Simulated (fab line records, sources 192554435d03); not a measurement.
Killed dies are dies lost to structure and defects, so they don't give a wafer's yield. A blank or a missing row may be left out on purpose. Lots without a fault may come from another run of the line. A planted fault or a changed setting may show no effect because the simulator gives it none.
fab line records | flow n5_finfet
record lots=10 wafers=27 last_day=17
route steps=1938 shown HKMG_FIN@439 BEOL_M4@1111 PASSIVATION@1936
lots that met no fault: from a run of the same line without faults
start_h: hours from the record's first day to the start of the lot's first wafer shown | wait_h: hours since the lot's step before | " the same as in the row above | L1.1+2: a row that stands for several wafers | - no value, or no start given | * or withheld: withheld | < > ~ a bound
route shown NAME@n: a module of which the file shows steps, and the number in the route of the first | usual: mean/standard deviation of fault-free wafers | same: alike in all rows | chamber/n: place in a boat | sites: the reading at each site | _std_site: their standard deviation | _edge_site: outer sites' mean less inner sites' | radius_mm: how far each site lies from the wafer's centre | mask NAME#n: copy n | behind: the tool/chamber that last shaped the wafer | hold: why the lot was held/for how many hours/how that ended | device: the transistor (n, p or np) that didn't switch | end of line: the same wafers' tests at the end of the route | a step without rows: its recipe alone | killed: dies lost to structure and defects at the first sort, not the wafer's yield | map: a wafer's dies, x killed, . not, _ none there
set.NAME: the setting as run; set.NAME@STEP: as run at that earlier step | model.NAME: the simulator's own value behind a step, which no gauge read
steps of the route over a sample of lots; a table a step, a row a wafer
services: from which hour (start_h, from the record's first day; less than 0 if before it) a tool's chamber was out of use, for how many hours, and why
## steps
# step N5_HKMG_FIN_STRIP_92
# recipe chemistry=N2/H2 material=SOC time_s=20 power_w=500 temp_c=40 pressure_mtorr=50 rf_frequency_hz=6e+07 bias_power_w=8 h2_frac=0.5 n2_flow_sccm=300 h2_flow_sccm=300
# usual drypump_motor_current_A=5.7/0.47 oes_product_au=0.80/0.1 rf_fwd_power_W=495.9/1.9 rf_vpp_V=54.2/0.88 showerhead_plenum_p_Torr=3.36/0.099 throttle_valve_pct=18.99/0.29
# columns lot.wafer tool chamber start_h wait_h drypump_motor_current_A oes_product_au rf_fwd_power_W rf_hours_counter_h rf_vpp_V showerhead_plenum_p_Torr throttle_valve_pct
L721.1 rie_diel-04 0 75.70 0.1 5.9 0.69 493.6 214 54.1 3.29 18.83
L721.2 " 3 " " 5.6 0.76 499.0 206 56.3 3.46 19.06
L721.5 " 1 " " 5.2 0.72 497.5 - 53.0 3.21 19.28
L725.1 rie_diel-04 3 101.84 0.1 5.6 0.75 498.3 217 53.1 3.46 19.10
L725.3 " 2 " " 5.0 0.90 492.3 22 54.0 3.44 19.48
L725.4 " 1 " " 5.2 0.71 498.5 250 55.6 3.20 19.27
L730.2 rie_diel-01 1 129.69 0.1 5.6 0.65 497.8 246 54.1 3.43 19.19
L730.3 " 0 " " 5.7 0.73 497.5 157 55.9 3.49 18.53
L730.6 " 3 " " 4.8 0.80 498.9 - 53.8 3.40 19.00
L732.1 rie_diel-04 3 142.87 0.1 5.6 0.73 495.8 234 52.5 3.45 19.13
L732.2 " 1 " " 5.1 0.95 496.1 9 54.1 3.61 18.80
L732.6 " 3 " " 5.6 0.72 495.1 - 55.3 3.45 19.14
L733.4 rie_diel-02 0 152.09 0.1 6.3 0.97 495.8 8 54.4 3.28 18.94
L733.6 " 2 " " 6.2 0.87 495.4 - 54.4 3.30 18.53
L735.1 rie_diel-02 2 161.39 0.1 6.2 0.87 496.0 19 53.4 3.30 18.53
L735.2 " 3 " " 6.1 0.70 497.6 191 54.6 3.30 19.00
L735.5 " 2 " " 6.2 0.87 494.8 - 54.2 3.30 18.54
L736.5 rie_diel-04 1 165.12 0.0 5.2 0.93 496.2 - 53.2 3.60 18.82
L736.6 " 0 " " 5.9 0.66 495.7 - 54.9 3.27 18.90
L737.4 rie_diel-02 1 173.17 0.1 5.4 0.81 497.5 76 53.4 3.26 19.19
L737.5 " 3 " " 6.1 0.70 495.4 - 54.1 3.30 19.01
L737.6 " 2 " " 6.2 0.86 493.0 - 54.6 3.30 18.55
L738.1 rie_diel-02 1 177.76 0.1 5.4 0.80 495.3 77 53.2 3.26 19.18
L738.6 " 1 " " 5.4 0.81 497.5 - 54.0 3.26 19.18
L741.2 rie_diel-02 3 195.93 0.1 6.1 0.70 495.9 203 54.6 3.30 19.03
L741.3 " 0 " " 6.2 0.93 495.4 22 53.4 3.27 18.97
L741.4 " 1 " " 5.4 0.81 497.3 83 53.9 3.26 19.22
# step N5_HKMG_FIN_ALD_91
# recipe material=TiN target_thk_a=10 temp_c=400 ald_precursor_family=TiCl4 ald_co_reactant=NH3 pulse_time_s=1 purge_time_s=3 co_reactant_purge_time_s=2 co_reactant_pulse_time_s=2 ald_cycles=47 pressure_torr=3
# usual chamber_pressure_Torr=3.000/0.0077 co_reactant_pulse_time_s=2/0 heater_power_outer_w=544/56 heater_power_w=901/70 precursor_pulse_height_rel=0.999/0.021
# same purge_time_s=3
# columns lot.wafer tool chamber start_h wait_h chamber_pressure_Torr co_reactant_pulse_time_s heater_power_outer_w heater_power_w precursor_pulse_height_rel
L721.1 ald_metal-02 1 76.23 0.3 3.000 2 583 935 0.995
L721.2 " 0 " " 2.999 2 413 762 0.975
L721.5 " 2 " " 3.008 2 606 1010 0.994
L725.1 ald_metal-02 1 102.37 0.3 2.998 2 593 909 0.975
L725.3 " 3 " " 3.002 2 499 858 0.985
L725.4 " 0 " " 2.985 2 408 738 1.028
L730.2 ald_metal-02 3 130.22 0.3 3.013 2 514 841 0.973
L730.3 " 1 " " 3.004 2 587 929 1.059
L730.6 " 2 " " 3.003 2 576 979 1.010
L732.1 ald_metal-02 0 143.40 0.3 2.998 2 420 752 1.023
L732.2 " 2 " " 3.005 2 579 988 1.016
L732.6 " 3 " " 2.989 2 498 838 1.001
L733.4 ald_metal-01 2 152.62 0.1 2.997 2 520 906 0.968
L733.6 " 0 " " 3.007 2 537 864 1.003
L735.1 ald_metal-03 3 161.92 0.3 2.993 2 552 903 1.025
L735.2 " 0 " " 3.008 2 610 995 0.985
L735.5 " 1 " " 3.009 2 567 942 0.990
L736.5 ald_metal-01 2 165.74 0.1 2.983 2 523 884 1.022
L736.6 " 1 " " 2.983 2 567 956 0.988
L737.4 ald_metal-01 0 173.69 0.1 2.991 2 541 867 1.007
L737.5 " 3 " " 3.004 2 523 877 0.978
L737.6 " 0 " " 2.997 2 538 894 0.983
L738.1 ald_metal-02 1 178.29 0.3 3.002 2 613 934 1.002
L738.6 " 3 " " 2.988 2 514 860 0.965
L741.2 ald_metal-03 3 196.46 0.3 3.007 2 539 924 1.024
L741.3 " 0 " " 2.992 2 615 959 1.017
L741.4 " 2 " " 2.998 2 545 891 0.987
# step N5_HKMG_FIN_NWFM_ALD_20
# recipe material=TiAlC target_thk_a=20 temp_c=300 ald_precursor_family=TiCl4 ald_co_reactant=TEA pulse_time_s=3 purge_time_s=2 co_reactant_purge_time_s=2 co_reactant_pulse_time_s=10 ald_cycles=7 pressure_torr=3
# usual chamber_pressure_Torr=3.000/0.0063 co_reactant_pulse_time_s=10/0 heater_power_outer_w=282/21 heater_power_w=511/29 precursor_pulse_height_rel=0.999/0.019
# same purge_time_s=2
# columns lot.wafer tool chamber start_h wait_h chamber_pressure_Torr co_reactant_pulse_time_s heater_power_outer_w heater_power_w precursor_pulse_height_rel
L721.1 ald_metal-01 0 77.23 0.3 2.993 10 278 485 0.968
L721.2 " 2 " " 2.997 10 268 510 1.055
L721.5 " 2 " " 2.999 10 267 496 0.997
L725.1 ald_metal-01 1 103.35 0.3 3.006 10 294 540 1.000
L725.3 " 3 " " 3.004 10 267 487 1.003
L725.4 " 0 " " 2.996 10 272 504 1.029
L730.2 ald_metal-03 3 131.23 0.3 2.995 10 274 522 0.995
L730.3 " 2 " " 3.003 10 276 508 1.020
L730.6 " 1 " " 3.001 10 287 526 1.000
L732.1 ald_metal-03 2 144.37 0.3 2.989 10 282 500 0.996
L732.2 " 0 " " 2.998 10 313 557 1.000
L732.6 " 0 " " 3.005 10 316 546 0.966
L733.4 ald_metal-03 3 153.59 0.1 3.004 10 273 504 1.027
L733.6 " 3 " " 2.995 10 285 510 0.960
L735.1 ald_metal-01 3 162.89 0.3 2.999 10 270 478 1.000
L735.2 " 2 " " 2.997 10 267 493 0.996
L735.5 " 0 " " 2.999 10 281 500 1.008
L736.5 ald_metal-03 1 166.64 0.1 3.001 10 288 525 1.014
L736.6 " 2 " " 3.000 8.1799 286 490 0.976
L737.4 ald_metal-03 1 174.73 0.1 3.001 8.1799 285 519 0.998
L737.5 " 1 " " 3.005 10 283 520 0.969
L737.6 " 0 " " 3.007 8.1799 309 544 1.000
L738.1 ald_metal-03 0 179.34 0.3 3.000 10 312 547 1.000
L738.6 " 3 " " 2.989 8.1799 279 507 0.999
L741.2 ald_metal-02 3 197.43 0.3 2.999 10 259 466 1.015
L741.3 " 0 " " 3.000 10 207 417 1.015
L741.4 " 1 " " 2.993 10 308 512 0.974
# step N5_HKMG_FIN_CMP_23
# recipe stop_on=SiNx t_overpolish_s=10 post_cmp_clean=rinse_only down_force_psi=4 platen_rpm=50.289 pad_velocity_m_s=1.0006 target_thk_nm=46.326
# usual motor_current_A=12.5/1.7 overpolish_run_s=9.999/0.013 time_to_endpoint_s=11.6/2.7
# columns lot.wafer tool chamber start_h wait_h motor_current_A overpolish_run_s time_to_endpoint_s
L721.2 cmp-01 3 78.98 0.0 15.3 9.999 10.1
L721.1 " 0 " " 12.9 10.003 9.4
L721.5 " 3 " " 16.5 9.999 11.9
L725.1 cmp-03 0 105.15 0.0 11.2 9.995 13.2
L725.4 " 1 " " 12.6 10.005 16.5
L725.3 " 2 " " 11.6 9.989 10.6
L730.2 cmp-01 0 133.25 0.1 12.4 10.000 12.7
L730.3 " 2 " " 14.7 9.994 11.8
L730.6 " 3 " " 15.4 9.994 15.3
L732.2 cmp-03 2 146.16 0.1 12.3 9.995 7.1
L732.1 " 0 " " 11.2 10.010 7.4
L732.6 " 2 " " 12.2 10.002 4.4
L733.4 cmp-03 2 155.68 0.3 12.3 10.014 9.1
L733.6 " 0 " " 11.5 9.993 11.4
L735.2 cmp-01 2 164.64 0.0 14.3 10.005 12.5
L735.1 " 0 " " 12.3 9.997 10.3
L735.5 " 3 " " 14.8 10.002 10.0
L736.5 cmp-03 0 168.63 0.3 10.9 10.020 8.9
L736.6 " 1 " " 13.3 10.001 13.5
L737.4 cmp-02 1 176.79 0.1 12.6 9.994 14.4
L737.6 " 0 " " 13.3 9.986 11.7
L737.5 " 1 " " 12.6 9.992 15.8
L738.1 cmp-01 2 181.05 0.0 14.4 10.004 14.2
L738.6 " 3 " " 15.6 9.998 10.1
L741.2 cmp-02 3 199.26 0.1 11.9 10.001 10.4
L741.4 " 0 " " 12.9 10.005 10.0
L741.3 " 1 " " 12.9 10.013 12.0
# step N5_BEOL_M4_RC_MEAS_101
# usual DIBL_N=36.2/2.2 DIBL_P=36.5/3 IOFF_N=0.16/0.039 IOFF_P=0.22/0.047 ION_N=675/15 ION_P=463/10 SS_N=71.6/0.71 SS_P=73.4/0.94 VT_N=250/3.6 VT_N_LONG=274.3/1.8 VT_P=-250/3.9
# columns lot.wafer tool chamber start_h wait_h DIBL_N[mV/V] DIBL_P[mV/V] IOFF_N[nA/um] IOFF_P[nA/um] ION_N[uA/um] ION_P[uA/um] SS_N[mV/dec] SS_P[mV/dec] VT_N[mV] VT_N_LONG[mV] VT_P[mV]
L721.1 prober-01 0 161.40 0.0 32.5 32.4 0.11 0.16 650 452 70.7 72.4 252 274.6 -253
L721.2 " 0 " " 36.8 37.7 0.20 0.25 690 468 71.8 74.1 241 273.2 -249
L721.5 " 0 " " 35.2 36.3 0.17 0.22 677 463 71.6 72.6 247 273.4 -248
L725.1 prober-02 0 194.60 0.0 35.1 35.7 0.14 0.18 664 451 71.3 73.3 253 275.7 -254
L725.3 " 0 " " 35.4 37.1 0.15 0.21 678 468 71.5 73.0 250 274.0 -250
L725.4 " 0 " " 32.2 32.7 0.10 0.16 650 450 70.5 72.2 257 274.5 -253
L730.2 prober-02 0 223.02 0.2 40.5 43.2 0.26 0.26 697 459 72.7 74.4 244 275.5 -251
L730.3 " 0 " " 36.6 39.1 0.15 0.20 676 455 71.8 74.3 252 274.0 -254
L730.6 " 0 " " 38.3 40.2 0.21 0.20 686 452 71.9 73.9 246 275.0 -253
L732.1 prober-02 0 230.48 0.0 35.6 36.8 0.15 0.21 663 463 71.8 73.6 252 275.8 -248
L732.2 " 0 " " 35.6 36.7 0.15 0.20 690 473 71.2 73.7 251 275.7 -251
L732.6 " 0 " " 33.2 34.3 0.12 0.18 657 454 70.3 73.6 255 277.2 -251
L733.4 prober-02 0 248.73 0.5 36.6 35.0 0.16 0.21 664 459 71.3 73.4 251 275.3 -250
L733.6 " 0 " " 33.4 33.1 0.12 0.20 676 476 71.6 72.1 256 276.8 -250
L735.1 prober-01 0 256.84 0.0 38.2 38.9 0.18 0.21 669 458 71.9 74.2 249 279.3 -252
L735.2 " 0 " " 35.4 36.4 0.13 0.17 667 461 71.2 73.1 253 275.5 -256
L735.5 " 0 " " 34.8 36.2 0.15 0.19 698 475 70.6 73.2 248 275.6 -252
L737.4 prober-02 0 272.44 0.5 36.4 37.1 0.13 0.21 672 472 71.8 73.2 257 279.8 -249
L737.5 " 0 " " 36.7 37.5 0.15 0.21 680 474 71.8 73.5 252 272.0 -250
L737.6 " 0 " " 33.9 33.5 0.10 0.16 648 455 70.7 72.0 259 278.7 -252
L736.5 prober-01 0 274.72 0.6 39.0 38.4 0.19 0.25 692 470 71.7 74.8 248 274.5 -249
L736.6 " 0 " " 35.0 32.6 0.11 0.16 669 461 71.1 72.2 256 279.4 -251
L738.1 prober-02 0 280.15 0.0 38.7 39.4 0.23 0.26 710 479 72.4 74.2 242 274.1 -248
L738.6 " 0 " " 38.3 38.6 0.18 0.25 676 463 71.9 74.4 248 278.7 -247
L741.2 prober-01 0 286.86 0.2 36.1 37.7 0.18 0.27 673 466 72.0 74.1 249 274.6 -245
L741.3 " 0 " " 34.7 35.3 0.15 0.22 683 473 71.0 73.4 249 271.8 -248
L741.4 " 0 " " 37.6 37.5 0.20 0.26 681 467 71.9 73.8 244 271.5 -247
# step N5_PASSIVATION_PROBE_49
# usual defect_limited_yield=91.5/1.5 killed_at_M0_to_M3=32/10 killed_at_M4_up=13/4.9 killed_at_contacts=13/6.1 killed_at_front_end=38/11 killed_at_other=3/3.2 killed_dies=101/18 killed_open=66/13 killed_short=32/8.3 sort_bin_4_leakage=0.00/0.018 sort_bin_5_function=5.0/1 sort_bin_6_memory=3.2/0.74 sort_n_pass=1078/22 sort_yield_pct=91.3/1.9
# same gross_dies=1180 killed_at_back_side=0 sort_bin_8_speed[%]=0
# columns lot.wafer tool chamber start_h wait_h defect_limited_yield[%] killed_at_M0_to_M3 killed_at_M4_up killed_at_contacts killed_at_front_end killed_at_other killed_dies killed_open killed_short sort_bin_4_leakage[%] sort_bin_5_function[%] sort_bin_6_memory[%] sort_n_pass sort_yield_pct[%]
L730.2 prober-01 - 333.62 0.3 93.3 29 10 7 33 0 79 43 31 0.17 3.8 2.4 1099 93.1
L730.3 prober-01 - 333.67 0.3 92.7 16 24 13 31 2 86 59 25 0 4.2 3.1 1094 92.7
L730.6 prober-01 - 333.82 0.5 92.9 21 12 15 27 9 84 63 18 0 4.3 2.8 1096 92.9
L732.1 prober-01 - 335.35 0.0 92.7 23 12 12 35 4 86 54 30 0 4.5 2.6 1094 92.7
L732.2 prober-01 - 335.40 0.1 92.0 20 16 22 24 12 94 70 22 0 4.8 2.8 1086 92.0
L732.6 prober-01 - 335.60 0.3 91.5 39 4 16 36 5 100 62 37 0 4.3 3.7 1080 91.5
L733.6 prober-02 - 352.97 0.3 91.4 42 7 17 33 3 102 64 35 0 5.2 3.0 1078 91.4
L736.6 prober-01 - 386.65 0.3 92.6 29 12 7 37 2 87 47 22 0 3.4 2.2 1093 92.6
L738.1 prober-02 - 386.71 0.0 92.0 23 14 9 46 2 94 56 23 0 4.3 2.3 1086 92.0
L737.4 prober-01 - 386.88 0.2 91.4 23 11 15 51 1 101 68 32 0 5.3 3.1 1079 91.4
L737.5 prober-01 - 386.93 0.2 91.4 26 24 7 43 2 102 61 40 0 5.2 3.1 1078 91.4
L737.6 prober-01 - 386.98 0.3 89.7 37 16 7 53 8 121 83 36 0 6.2 3.7 1059 89.7
# killed by level:class
L730.2 FIN_SAQP:geometric_particle:short=8 STI_FIN_REVEAL:geometric_particle:open=6 MOL_CONTACT_COAG:geometric_particle:open=6 BEOL_M3:geometric_particle:open=6 DUMMY_GATE:geometric_particle:open=5 BEOL_M2:geometric_particle:open=5 BEOL_M0_SAQP:geometric_particle:short=4 BEOL_M0_SAQP:geometric_particle:open=3
L730.3 MOL_CONTACT_COAG:geometric_particle:open=10 BEOL_M5:geometric_particle:open=7 BEOL_M4:geometric_particle:open=7 FIN_SAQP:geometric_particle:short=6 DUMMY_GATE:geometric_particle:open=5 BEOL_M3:geometric_particle:open=5 STARTING-WAFER:geometric_particle:open=5 BEOL_M1:geometric_particle:open=4
L730.6 MOL_CONTACT_COAG:geometric_particle:open=11 FIN_SAQP:geometric_particle:short=8 FIN_SAQP:geometric_particle:open=7 BEOL_M3:geometric_particle:open=7 MIM_TOP_ETCH:geometric_particle:open=6 DUMMY_GATE:geometric_particle:open=5 BEOL_M1:geometric_particle:open=4 BEOL_M4:geometric_particle:open=4
L732.1 MOL_CONTACT_COAG:geometric_particle:open=11 FIN_SAQP:geometric_particle:short=7 STI_FIN_REVEAL:geometric_particle:open=7 GATE_CUT:geometric_particle:short=7 BEOL_M3:geometric_particle:open=7 DUMMY_GATE:geometric_particle:open=4 GATE_CUT:geometric_particle:open=4 BEOL_M0_SAQP:geometric_particle:open=4
L732.2 MOL_CONTACT_COAG:geometric_particle:open=19 DUMMY_GATE:geometric_particle:open=8 BEOL_M4:geometric_particle:open=8 BEOL_M1:geometric_particle:open=6 PAD_METAL:geometric_particle:short=5 BEOL_M0_SAQP:geometric_particle:short=4 STARTING-WAFER:geometric_particle:open=4 BEOL_M0_SAQP:geometric_particle:open=3
L732.6 STI_FIN_REVEAL:geometric_particle:open=12 BEOL_M0_SAQP:geometric_particle:short=12 MOL_CONTACT_COAG:geometric_particle:open=9 FIN_SAQP:geometric_particle:short=7 MOL_CONTACT_COAG:geometric_particle:short=7 BEOL_M0_SAQP:geometric_particle:open=7 BEOL_M3:geometric_particle:open=5 DUMMY_GATE:geometric_particle:open=4
L733.6 MOL_CONTACT_COAG:geometric_particle:open=14 BEOL_M0_SAQP:geometric_particle:short=14 BEOL_M0_SAQP:geometric_particle:open=13 GATE_CUT:geometric_particle:short=8 BEOL_M3:geometric_particle:open=6 STI_FIN_REVEAL:geometric_particle:open=4 BEOL_M2:geometric_particle:open=4 FIN_SAQP:geometric_particle:open=3
L736.6 HKMG_FIN:area_etch=17 MOL_CONTACT_COAG:geometric_particle:open=6 BEOL_M1:geometric_particle:open=6 BEOL_M0_SAQP:geometric_particle:open=5 BEOL_M0:geometric_particle:short=5 BEOL_M0_SAQP:geometric_particle:short=4 BEOL_M2:geometric_particle:open=4 STARTING-WAFER:geometric_particle:open=4
L738.1 HKMG_FIN:area_etch=15 BEOL_M0_SAQP:geometric_particle:short=10 STI_FIN_REVEAL:geometric_particle:open=9 MOL_CONTACT_COAG:geometric_particle:open=9 BEOL_M0_SAQP:geometric_particle:open=7 GATE_CUT:geometric_particle:open=4 BEOL_M5:geometric_particle:open=4 FIN_SAQP:geometric_particle:open=3
L737.4 STI_FIN_REVEAL:geometric_particle:open=13 MOL_CONTACT_COAG:geometric_particle:open=13 FIN_SAQP:geometric_particle:short=8 STARTING-WAFER:geometric_particle:open=6 FIN_SAQP:geometric_particle:open=5 BEOL_M0:geometric_particle:open=5 STI_FIN_REVEAL:geometric_particle:short=4 BEOL_M0_SAQP:geometric_particle:short=4
L737.5 BEOL_M4:geometric_particle:open=11 FIN_SAQP:geometric_particle:short=10 BEOL_M2:geometric_particle:open=9 STI_FIN_REVEAL:geometric_particle:open=9 MOL_CONTACT_COAG:geometric_particle:open=6 BEOL_M4:geometric_particle:short=6 FIN_SAQP:geometric_particle:open=5 STARTING-WAFER:geometric_particle:short=5
L737.6 BEOL_M2:geometric_particle:open=14 FIN_SAQP:geometric_particle:short=12 STI_FIN_REVEAL:geometric_particle:open=12 FIN_SAQP:geometric_particle:open=10 BEOL_M3:geometric_particle:open=8 BEOL_M5:geometric_particle:open=5 BEOL_M4:geometric_particle:open=5 MOL_CONTACT_COAG:geometric_particle:open=4
## services
# columns tool chamber start_h hours kind
cmp-01 - 55.84 2.4 repair
ald_metal-02 1 67.20 6.1 repair
ald_metal-01 - 71.43 2.8 pm
ald_metal-01 3 74.59 4.7 repair
rie_diel-04 2 84.75 13.7 repair
rie_diel-02 2 93.10 - clean
rie_diel-02 2 93.10 - consumable_replace:focus_ring
rie_diel-02 2 93.10 19.4 scheduled_down
rie_diel-02 2 93.10 19.4 vent_cycle
cmp-02 - 105.34 8.4 pm
cmp-01 - 110.09 5.6 pm
rie_diel-02 0 112.52 - clean
rie_diel-02 0 112.52 - consumable_replace:focus_ring
rie_diel-01 0 114.92 6.0 repair
cmp-02 - 120.21 4.8 pm
cmp-02 - 125.63 1.4 repair
ald_metal-03 0 129.53 9.1 repair
cmp-01 - 135.99 0.7 repair
ald_metal-03 1 143.57 3.7 repair
ald_metal-02 - 148.91 8.7 pm
cmp-02 - 152.67 0.9 repair
rie_diel-04 1 173.76 7.8 repair
ald_metal-01 - 188.19 2.3 repair
cmp-03 - 198.74 14.5 pm
## key
first_sign step=N5_HKMG_FIN_NWFM_ALD_20 reading=co_reactant_pulse_time_s direction=down sigmas=99+ usual=* struck=*
effect step=N5_BEOL_M4_RC_MEAS_101 reading=VT_N_LONG direction=up sigmas=2.7 usual=274.3 struck=279.1
met_at N5_HKMG_FIN_NWFM_ALD_20
struck_lots L736,L737,L738
struck_wafers L736.6,L737.4,L737.6,L738.6
baseline_loss step=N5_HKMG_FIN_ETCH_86 wafers=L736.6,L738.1
not_acting_at N5_HKMG_FIN_STRIP_92,N5_HKMG_FIN_ALD_91,N5_HKMG_FIN_CMP_23
onset_between 153.59 166.64
fault kind=process_parameter_drift tool=ald_metal-03 chamber=- onset_h=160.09 steps=N5_HKMG_FIN_NWFM_ALD_20 channel=co_reactant_pulse_time_s offset=* shape=step end_h=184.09 scope=struck_wafers_only acts_in=* stated=*
# baseline_loss: these wafers lose ten dies or more at that step, a loss of the line's own and not of a fault; the sort's usual values leave them out
